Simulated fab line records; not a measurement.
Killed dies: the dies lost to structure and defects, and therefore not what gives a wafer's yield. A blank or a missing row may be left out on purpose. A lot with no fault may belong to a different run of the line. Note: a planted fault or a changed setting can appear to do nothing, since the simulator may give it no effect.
A struck lot beside a sound one -- flow nand harc -- 12 steps out of a route of 1159
Sound: these wafers, L632.1, L632.3, L632.5. The struck wafers were L624.2, L624.6. The cause is given at the end.
For every step that has rows: the tool of each side, followed by ch and its chambers, followed by its first start. Under that, the readings that differ: sound wafers -- struck wafers -- difference of the means -- sigmas: that difference in standard deviations of wafers without a fault.
alike: same words and numbers on both sides, and readings whose means sit less than 2 such deviations apart. not compared: any withheld reading, any reading some wafer has no value for, any bound like >300 that may hide the same value, and any number with overlapping values for which the record gives no deviation.
A row with sigmas, a row that says differs or no value, or rows on one side alone: a step with any of these is where the two part. Numbers that don't overlap but have no deviation are shown without sigmas and don't part them. A reading missing from all wafers of one side parts the sides only when that side holds two or more wafers.

first, 1 step without rows for these wafers: NHARC_A_WL_FILL_CVD_23 (deposits poly-Si, target thk 40 nm, time 800 s).
NHARC_A_WL_FILL_ETCHBACK_26: etches the open film in HBr, target depth 52 nm, time 13.3 s.
  sound on rie si-05 ch 1,2,3, day 20 09:55; struck on rie si-04 ch 1,2, day 18 10:29
  alike: bias w, drypump motor current A, oes product au, throttle valve pct
  not compared: rf hours counter h
then, 2 steps without rows for these wafers: NHARC_A_WL_FILL_PRECLEAN_30 (cleans in dHF, time 10 s); NHARC_A_WL_FILL_SRD_14.
NHARC_A_WL_FILL_ALD_19: deposits TiN, target thk 2 nm, pulse time 3 s, ald cycles 100.
  sound on ald metal-04 ch 0,1,3, day 20 10:11; struck on ald metal-01 ch 0,3, day 18 10:44
reading,sound,struck,difference,sigmas
heater power w (W),1213 1026 1101,975 916,-168,-2
  alike: precursor pulse height rel
NHARC_A_WL_FILL_CVD_20: deposits W, target thk 75 nm, time 5064 s.
  sound: cvd w-02 ch 1; struck: cvd w-01 ch 0
reading,sound,struck,difference,sigmas
heater power w (W),431 428 437,566 595,+148,+3
  alike: chamber pressure Torr, mfc ar sccm, mfc h2 sccm, throttle valve pct
NHARC_A_WL_FILL_CMP_12: polishes, t overpolish 30 s, target thk 75 nm.
  sound on cmp-04 ch 0,1,2, day 20 20:36; struck on cmp-02 ch 1,3, day 18 16:03
  alike: motor current A, overpolish run s, time to endpoint s
next, for these wafers, 1 step has no rows: NHARC_A_WL_FILL_SRD_31.
NHARC_A_WL_FILL_INSPECT_15:
  sound on defect inspect-01, day 20 21:03; struck on defect inspect-01, day 18 16:28
  alike: raw defect count
NHARC_A_CONTACT_DEP_24: deposits SiO2, target thk 500 nm.
  sound on pecvd-01 ch 1,2, day 20 21:11; struck on pecvd-03 ch 1, day 18 16:53
reading,sound,struck,difference,sigmas
heater power w (W),927 506 947,463 489,-317,-2
mfc precursor sccm (sccm),161.4 162.2 161.2,181.1 181.3,+19.6,+36
  alike: chamber pressure Torr, throttle valve pct
NHARC_A_CONTACT_DEP_28: deposits aC, target thk 3600 nm.
  sound on acl dep-02 ch 0, day 20 23:35; struck on acl dep-03 ch 0, day 18 21:57
reading,sound,struck,difference,sigmas
hold,- - -,await dispo/3.1h/release await dispo/3.1h/release,no value on the sound wafers,
  alike: throttle valve pct
next, for these wafers, 1 step has no rows: NHARC_END_SORT_01.

WHERE THEY PART
At NHARC_A_WL_FILL_ALD_19 first; at NHARC_A_CONTACT_DEP_28 last (within this record only).

WHY: what had been put in by the simulator
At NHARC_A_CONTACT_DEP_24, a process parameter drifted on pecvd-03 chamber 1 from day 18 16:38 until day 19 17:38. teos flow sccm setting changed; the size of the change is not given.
